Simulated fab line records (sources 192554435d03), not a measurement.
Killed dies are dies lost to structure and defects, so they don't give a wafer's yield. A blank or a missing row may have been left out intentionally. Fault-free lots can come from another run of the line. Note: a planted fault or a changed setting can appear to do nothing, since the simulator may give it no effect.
What tool caused it? / flow n5 finfet / 10 lots, 30 wafers sampled, at 5 steps of a route of 1938

## WHAT EACH GAUGE READ, for each wafer
N5_BEOL_M4_RC_MEAS_101. Usual: DIBL_N 35.7 mV/V, standard deviation 1.3; DIBL_P 35.4 mV/V, standard deviation 1.8; IOFF_N 0.152 nA/um, standard deviation 0.027; IOFF_P 0.20 nA/um, standard deviation 0.034; ION_N 672 uA/um, standard deviation 9.8; ION_P 461 uA/um, standard deviation 7.5; SS_N 71.4 mV/dec, standard deviation 0.55; SS_P 73.1 mV/dec, standard deviation 0.61; VT_N 251 mV, standard deviation 3.3; VT_P -251 mV, standard deviation 3.6.
lot=L756; measured=day 8 23:14; on=prober-01; DIBL_N (mV/V)=35.8 36.4 36.6; DIBL_P (mV/V)=36.2 37.6 37.3; IOFF_N (nA/um)=0.162 0.186 0.188; IOFF_P (nA/um)=0.18 0.19 0.19; ION_N (uA/um)=676 688 673; ION_P (uA/um)=452 469 453; SS_N (mV/dec)=71.3 71.3 72.3; SS_P (mV/dec)=73.1 73.7 73.8; VT_N (mV)=253 246 251; VT_P (mV)=-258 -252 -253; flag=
lot=L758; measured=day 9 08:35; on=prober-02; DIBL_N (mV/V)=35.7 35.7 35.1; DIBL_P (mV/V)=36.7 36.7 36.3; IOFF_N (nA/um)=0.162 0.163 0.152; IOFF_P (nA/um)=0.23 0.23 0.22; ION_N (uA/um)=680 678 678; ION_P (uA/um)=468 467 467; SS_N (mV/dec)=71.3 71.4 71.0; SS_P (mV/dec)=72.6 72.1 73.0; VT_N (mV)=247 247 249; VT_P (mV)=-247 -248 -247; flag=
lot=L761; measured=day 10 03:15; on=prober-02; DIBL_N (mV/V)=36.5 37.6 37.4; DIBL_P (mV/V)=34.9 35.7 36.3; IOFF_N (nA/um)=0.147 0.154 0.156; IOFF_P (nA/um)=0.19 0.21 0.21; ION_N (uA/um)=671 669 675; ION_P (uA/um)=458 459 458; SS_N (mV/dec)=72.1 71.6 72.1; SS_P (mV/dec)=73.5 73.0 73.0; VT_N (mV)=251 250 253; VT_P (mV)=-248 -251 -249; flag=
lot=L762; measured=day 10 11:20; on=prober-02; DIBL_N (mV/V)=37.7 35.7 34.8; DIBL_P (mV/V)=38.4 35.6 34.8; IOFF_N (nA/um)=0.186 0.148 0.139; IOFF_P (nA/um)=0.26 0.22 0.21; ION_N (uA/um)=680 662 677; ION_P (uA/um)=466 463 465; SS_N (mV/dec)=72.5 71.3 70.7; SS_P (mV/dec)=74.4 73.1 73.3; VT_N (mV)=250 250 250; VT_P (mV)=-245 -248 -248; flag=
lot=L764; measured=day 11 00:10; on=prober-02; DIBL_N (mV/V)=35.2 34.1 35.6; DIBL_P (mV/V)=34.3 33.3 35.7; IOFF_N (nA/um)=0.139 0.125 0.146; IOFF_P (nA/um)=0.16 0.15 0.17; ION_N (uA/um)=649 659 653; ION_P (uA/um)=445 449 445; SS_N (mV/dec)=71.2 70.1 71.2; SS_P (mV/dec)=73.1 73.0 73.2; VT_N (mV)=252 251 254; VT_P (mV)=-256 -256 -256; flag=
lot=L765; measured=day 11 01:20; on=prober-02; DIBL_N (mV/V)=34.1 35.7 36.3; DIBL_P (mV/V)=33.8 35.6 36.0; IOFF_N (nA/um)=0.115 0.138 0.146; IOFF_P (nA/um)=0.16 0.18 0.19; ION_N (uA/um)=656 673 661; ION_P (uA/um)=450 454 452; SS_N (mV/dec)=71.3 72.0 71.7; SS_P (mV/dec)=72.5 72.6 73.2; VT_N (mV)=254 254 253; VT_P (mV)=-253 -255 -254; flag=
lot=L767; measured=day 11 16:05; on=prober-01; DIBL_N (mV/V)=35.6 35.8 37.4; DIBL_P (mV/V)=34.7 35.1 37.0; IOFF_N (nA/um)=0.137 0.145 0.172; IOFF_P (nA/um)=0.17 0.18 0.21; ION_N (uA/um)=675 665 670; ION_P (uA/um)=451 456 454; SS_N (mV/dec)=71.7 71.5 71.8; SS_P (mV/dec)=73.1 73.2 73.4; VT_N (mV)=254 253 250; VT_P (mV)=-254 -256 -251; flag=
lot=L766; measured=day 11 20:35; on=prober-01; DIBL_N (mV/V)=36.5 36.3 35.8; DIBL_P (mV/V)=35.6 37.1 35.7; IOFF_N (nA/um)=0.155 0.163 0.149; IOFF_P (nA/um)=0.21 0.23 0.20; ION_N (uA/um)=667 668 663; ION_P (uA/um)=460 465 460; SS_N (mV/dec)=71.5 71.2 71.9; SS_P (mV/dec)=73.4 72.8 72.5; VT_N (mV)=252 250 250; VT_P (mV)=-252 -247 -248; flag=
lot=L771; measured=day 12 11:26; on=prober-01; DIBL_N (mV/V)=35.3 34.3 34.0; DIBL_P (mV/V)=34.9 33.2 33.3; IOFF_N (nA/um)=0.143 0.123 0.126; IOFF_P (nA/um)=0.18 0.17 0.18; ION_N (uA/um)=676 666 667; ION_P (uA/um)=459 457 460; SS_N (mV/dec)=71.4 70.4 70.9; SS_P (mV/dec)=72.9 72.6 72.6; VT_N (mV)=252 254 252; VT_P (mV)=-253 -254 -252; flag=
lot=L775; measured=day 14 06:29; on=prober-02; DIBL_N (mV/V)=34.8 33.8 35.4; DIBL_P (mV/V)=33.5 32.4 34.7; IOFF_N (nA/um)=0.121 0.104 0.132; IOFF_P (nA/um)=0.19 0.17 0.20; ION_N (uA/um)=674 653 668; ION_P (uA/um)=459 457 467; SS_N (mV/dec)=70.5 70.8 71.3; SS_P (mV/dec)=73.0 72.3 73.0; VT_N (mV)=254 259 252; VT_P (mV)=-252 -253 -249; flag=

## TOOL THAT RAN EACH LOT (tool first, then ch and the chambers of the sampled wafers, then the start)
lot=L756; N5_BEOL_M2_PRE_CLEAN_45=pvd sputter-01, day 7 20:18; N5_BEOL_M2_SPUTTER_48=pvd sputter-01, day 7 20:55; N5_BEOL_M2_SPUTTER_79=pvd sputter-01, day 7 21:08; N5_BEOL_M2_ANNEAL_80=pvd sputter-01, day 7 21:13
lot=L758; N5_BEOL_M2_PRE_CLEAN_45=pvd sputter-01, day 8 05:42; N5_BEOL_M2_SPUTTER_48=pvd sputter-01, day 8 06:16; N5_BEOL_M2_SPUTTER_79=pvd sputter-01, day 8 06:29; N5_BEOL_M2_ANNEAL_80=pvd sputter-01, day 8 06:34
lot=L761; N5_BEOL_M2_PRE_CLEAN_45=pvd sputter-02, day 9 00:25; N5_BEOL_M2_SPUTTER_48=pvd sputter-02, day 9 01:02; N5_BEOL_M2_SPUTTER_79=pvd sputter-02, day 9 01:16; N5_BEOL_M2_ANNEAL_80=pvd sputter-02, day 9 01:20
lot=L762; N5_BEOL_M2_PRE_CLEAN_45=pvd sputter-02, day 9 08:56; N5_BEOL_M2_SPUTTER_48=pvd sputter-02, day 9 09:59; N5_BEOL_M2_SPUTTER_79=pvd sputter-02, day 9 10:13; N5_BEOL_M2_ANNEAL_80=pvd sputter-02, day 9 10:17
lot=L764; N5_BEOL_M2_PRE_CLEAN_45=pvd sputter-03, day 9 20:09; N5_BEOL_M2_SPUTTER_48=pvd sputter-02, day 9 21:17; N5_BEOL_M2_SPUTTER_79=pvd sputter-02, day 9 21:30; N5_BEOL_M2_ANNEAL_80=pvd sputter-02, day 9 21:35
lot=L765; N5_BEOL_M2_PRE_CLEAN_45=pvd sputter-01, day 9 22:19; N5_BEOL_M2_SPUTTER_48=pvd sputter-01, day 9 22:58; N5_BEOL_M2_SPUTTER_79=pvd sputter-01, day 9 23:11; N5_BEOL_M2_ANNEAL_80=pvd sputter-01, day 9 23:16
lot=L767; N5_BEOL_M2_PRE_CLEAN_45=pvd sputter-02, day 10 11:45; N5_BEOL_M2_SPUTTER_48=pvd sputter-02, day 10 12:40; N5_BEOL_M2_SPUTTER_79=pvd sputter-02, day 10 12:53; N5_BEOL_M2_ANNEAL_80=pvd sputter-02, day 10 12:58
lot=L766; N5_BEOL_M2_PRE_CLEAN_45=pvd sputter-02, day 10 14:33; N5_BEOL_M2_SPUTTER_48=pvd sputter-01, day 10 15:07; N5_BEOL_M2_SPUTTER_79=pvd sputter-01, day 10 15:20; N5_BEOL_M2_ANNEAL_80=pvd sputter-01, day 10 15:25
lot=L771; N5_BEOL_M2_PRE_CLEAN_45=pvd sputter-02, day 11 11:23; N5_BEOL_M2_SPUTTER_48=pvd sputter-01, day 11 12:54; N5_BEOL_M2_SPUTTER_79=pvd sputter-01, day 11 13:07; N5_BEOL_M2_ANNEAL_80=pvd sputter-01, day 11 13:12
lot=L775; N5_BEOL_M2_PRE_CLEAN_45=pvd sputter-03, day 13 10:31; N5_BEOL_M2_SPUTTER_48=pvd sputter-03, day 13 11:22; N5_BEOL_M2_SPUTTER_79=pvd sputter-03, day 13 11:35; N5_BEOL_M2_ANNEAL_80=pvd sputter-03, day 13 11:40
- N5_BEOL_M2_PRE_CLEAN_45: time 30 s.
- N5_BEOL_M2_SPUTTER_48: material Cu, target thk 4.5 nm, time 8.29 s.
- N5_BEOL_M2_SPUTTER_79: material Cu, target thk 4.5 nm, time 8.29 s.
- N5_BEOL_M2_ANNEAL_80: time 240 s.

## AS READ BY THE TOOLS THEMSELVES (means over the sampled wafers that have a number; for cases with no such wafer, the mark the record gives instead)
N5_BEOL_M2_PRE_CLEAN_45. Usual: heater power w 342 W, standard deviation 33.
lot=L756; tool=pvd sputter-01; heater power w (W)=348; flag=
lot=L758; tool=pvd sputter-01; heater power w (W)=351; flag=
lot=L761; tool=pvd sputter-02; heater power w (W)=377; flag=
lot=L762; tool=pvd sputter-02; heater power w (W)=354; flag=
lot=L764; tool=pvd sputter-03; heater power w (W)=328; flag=
lot=L765; tool=pvd sputter-01; heater power w (W)=343; flag=
lot=L767; tool=pvd sputter-02; heater power w (W)=369; flag=
lot=L766; tool=pvd sputter-02; heater power w (W)=376; flag=
lot=L771; tool=pvd sputter-02; heater power w (W)=366; flag=
lot=L775; tool=pvd sputter-03; heater power w (W)=333; flag=

N5_BEOL_M2_SPUTTER_48. Usual: chamber pressure pa 0.07 Pa, standard deviation 0.00014; chuck gas flow sccm 1.26 sccm, standard deviation 0.047; substrate temp c -19.98 C, standard deviation 0.1; throttle valve pct 29.8 %, standard deviation 0.77.
lot=L756; tool=pvd sputter-01; chamber pressure pa (Pa)=0.07; chuck gas flow sccm (sccm)=1.26; substrate temp c (C)=-20.04; throttle valve pct (%)=30.3; flag=
lot=L758; tool=pvd sputter-01; chamber pressure pa (Pa)=0.07; chuck gas flow sccm (sccm)=1.26; substrate temp c (C)=-20.00; throttle valve pct (%)=29.9; flag=
lot=L761; tool=pvd sputter-02; chamber pressure pa (Pa)=0.07; chuck gas flow sccm (sccm)=1.28; substrate temp c (C)=-19.97; throttle valve pct (%)=29.8; flag=
lot=L762; tool=pvd sputter-02; chamber pressure pa (Pa)=0.07; chuck gas flow sccm (sccm)=1.28; substrate temp c (C)=-19.93; throttle valve pct (%)=29.9; flag=
lot=L764; tool=pvd sputter-02; chamber pressure pa (Pa)=0.07; chuck gas flow sccm (sccm)=1.30; substrate temp c (C)=-20.07; throttle valve pct (%)=29.2; flag=
lot=L765; tool=pvd sputter-01; chamber pressure pa (Pa)=-; chuck gas flow sccm (sccm)=-; substrate temp c (C)=-; throttle valve pct (%)=-; flag=OFF
lot=L767; tool=pvd sputter-02; chamber pressure pa (Pa)=-; chuck gas flow sccm (sccm)=-; substrate temp c (C)=-; throttle valve pct (%)=-; flag=OFF
lot=L766; tool=pvd sputter-01; chamber pressure pa (Pa)=-; chuck gas flow sccm (sccm)=-; substrate temp c (C)=-; throttle valve pct (%)=-; flag=OFF
lot=L771; tool=pvd sputter-01; chamber pressure pa (Pa)=0.07; chuck gas flow sccm (sccm)=1.30; substrate temp c (C)=-20.05; throttle valve pct (%)=30.3; flag=
lot=L775; tool=pvd sputter-03; chamber pressure pa (Pa)=0.07; chuck gas flow sccm (sccm)=1.27; substrate temp c (C)=-20.02; throttle valve pct (%)=29.6; flag=

N5_BEOL_M2_SPUTTER_79. Usual: chamber pressure pa 0.07 Pa, standard deviation 0.00015; chuck gas flow sccm 1.26 sccm, standard deviation 0.049; substrate temp c -20.00 C, standard deviation 0.11; throttle valve pct 29.8 %, standard deviation 0.77.
lot=L756; tool=pvd sputter-01; chamber pressure pa (Pa)=0.07; chuck gas flow sccm (sccm)=1.29; substrate temp c (C)=-19.97; throttle valve pct (%)=30.2; flag=
lot=L758; tool=pvd sputter-01; chamber pressure pa (Pa)=0.07; chuck gas flow sccm (sccm)=1.24; substrate temp c (C)=-20.04; throttle valve pct (%)=30.0; flag=
lot=L761; tool=pvd sputter-02; chamber pressure pa (Pa)=0.07; chuck gas flow sccm (sccm)=1.28; substrate temp c (C)=-20.01; throttle valve pct (%)=29.6; flag=
lot=L762; tool=pvd sputter-02; chamber pressure pa (Pa)=0.07; chuck gas flow sccm (sccm)=1.32; substrate temp c (C)=-19.97; throttle valve pct (%)=30.0; flag=
lot=L764; tool=pvd sputter-02; chamber pressure pa (Pa)=0.07; chuck gas flow sccm (sccm)=1.26; substrate temp c (C)=-20.01; throttle valve pct (%)=29.1; flag=
lot=L765; tool=pvd sputter-01; chamber pressure pa (Pa)=0.07; chuck gas flow sccm (sccm)=1.26; substrate temp c (C)=-20.03; throttle valve pct (%)=30.0; flag=
lot=L767; tool=pvd sputter-02; chamber pressure pa (Pa)=0.07; chuck gas flow sccm (sccm)=1.24; substrate temp c (C)=-20.08; throttle valve pct (%)=30.1; flag=
lot=L766; tool=pvd sputter-01; chamber pressure pa (Pa)=0.07; chuck gas flow sccm (sccm)=1.25; substrate temp c (C)=-20.06; throttle valve pct (%)=29.8; flag=
lot=L771; tool=pvd sputter-01; chamber pressure pa (Pa)=0.07; chuck gas flow sccm (sccm)=1.18; substrate temp c (C)=-20.05; throttle valve pct (%)=30.2; flag=
lot=L775; tool=pvd sputter-03; chamber pressure pa (Pa)=0.07; chuck gas flow sccm (sccm)=1.30; substrate temp c (C)=-20.08; throttle valve pct (%)=29.6; flag=

N5_BEOL_M2_ANNEAL_80. Usual: heater power w 860 W, standard deviation 77.
lot=L756; tool=pvd sputter-01; heater power w (W)=870; flag=
lot=L758; tool=pvd sputter-01; heater power w (W)=848; flag=
lot=L761; tool=pvd sputter-02; heater power w (W)=904; flag=
lot=L762; tool=pvd sputter-02; heater power w (W)=952; flag=
lot=L764; tool=pvd sputter-02; heater power w (W)=881; flag=
lot=L765; tool=pvd sputter-01; heater power w (W)=865; flag=
lot=L767; tool=pvd sputter-02; heater power w (W)=948; flag=
lot=L766; tool=pvd sputter-01; heater power w (W)=825; flag=
lot=L771; tool=pvd sputter-01; heater power w (W)=888; flag=
lot=L775; tool=pvd sputter-03; heater power w (W)=783; flag=

## THE ANSWER, worked out from the rows above alone
Rule: a lot counts as off when the mean over its wafers that have a number is more than 3 standard deviations away from the usual mean. A lot without any number at a reading at which 4 lots or more have one is off too. Where the step has rows for the other lots, those lots are counted as sound. The gauges are gone through in route order, then the tools' own readings, and for those a lot's mean is taken as printed above. The first step at which some lot is off is used, and at that step the reading that is off furthest; a lot without a number counts as furthest.
Off at N5_BEOL_M2_SPUTTER_48 (chamber pressure pa): L765, L767, L766. Without a number there: L765, L767, L766.
If a tool, at that step or one of the process steps before it, ran each lot that is off and ran no sound lot following the first of them, it fits. None of those tried fits.

## WHAT THE SIMULATOR HAD PUT IN
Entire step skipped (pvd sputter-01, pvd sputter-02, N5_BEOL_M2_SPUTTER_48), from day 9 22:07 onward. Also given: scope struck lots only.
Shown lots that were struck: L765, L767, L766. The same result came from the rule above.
